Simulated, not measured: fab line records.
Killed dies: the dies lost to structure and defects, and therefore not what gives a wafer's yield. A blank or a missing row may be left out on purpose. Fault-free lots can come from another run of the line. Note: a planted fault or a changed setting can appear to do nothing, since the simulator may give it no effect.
Matching of chambers	flow n5Finfet	N5_BEOL_M0_SAQP_PECVD_04 on pecvd-02: 3 sister chambers
The step deposits a-Si from SiH4/He, target thk 60 nm, time 60.2 s. 6 wafers are shown with their chamber, then 12 later ones without.

== WAFERS WITH THEIR CHAMBER ==
wafer	chamber	showerheadPlenumPTorr (Torr)	heaterPowerW (W)
L084.4	2	5.693	629
L090.3	1	5.730	714
L090.5	1	5.723	716
L091.1	2	5.705	582
L091.2	0	5.651	687
L091.4	0	5.674	692

== WAFERS WITHOUT THEIR CHAMBER ==
wafer	showerheadPlenumPTorr (Torr)	heaterPowerW (W)
L092.1	5.693	626
L092.3	5.710	641
L092.4	5.672	654
L093.1	5.664	696
L093.5	5.734	756
L093.6	5.697	588
L095.1	5.704	646
L095.2	5.730	687
L095.4	5.682	637
L097.2	5.668	677
L097.4	5.723	703
L097.5	5.663	674

== WHICH CHAMBER EACH WENT THROUGH ==
wafer	from the rows above	in truth
L092.1	2	2
L092.3	2	2
L092.4	can't be placed: 0 or 2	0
L093.1	0	0
L093.5	1	1
L093.6	2	2
L095.1	can't be placed: 2 or 1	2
L095.2	1	1
L095.4	can't be placed: 2 or 0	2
L097.2	0	0
L097.4	1	1
L097.5	0	0
Correctly placed: 9 of 12. These rows do not allow placing 3 (true chamber among the candidates in 3). Wrongly placed: 0.
How it was worked out, from the rows above alone: a wafer's distance from a chamber is the root of the sum, over the readings, of the square of ((its reading less the chamber's mean) divided by the reading's scatter). If the next closest chamber is less than 2 further off than the closest, the wafer can't be placed; otherwise it belongs to the closest. For every chamber, the mean is computed from those of its wafers that are shown. The scatter: take each reading less its chamber's mean, square it, sum over the shown wafers, divide by the number of wafers less the number of chambers, and take the root.
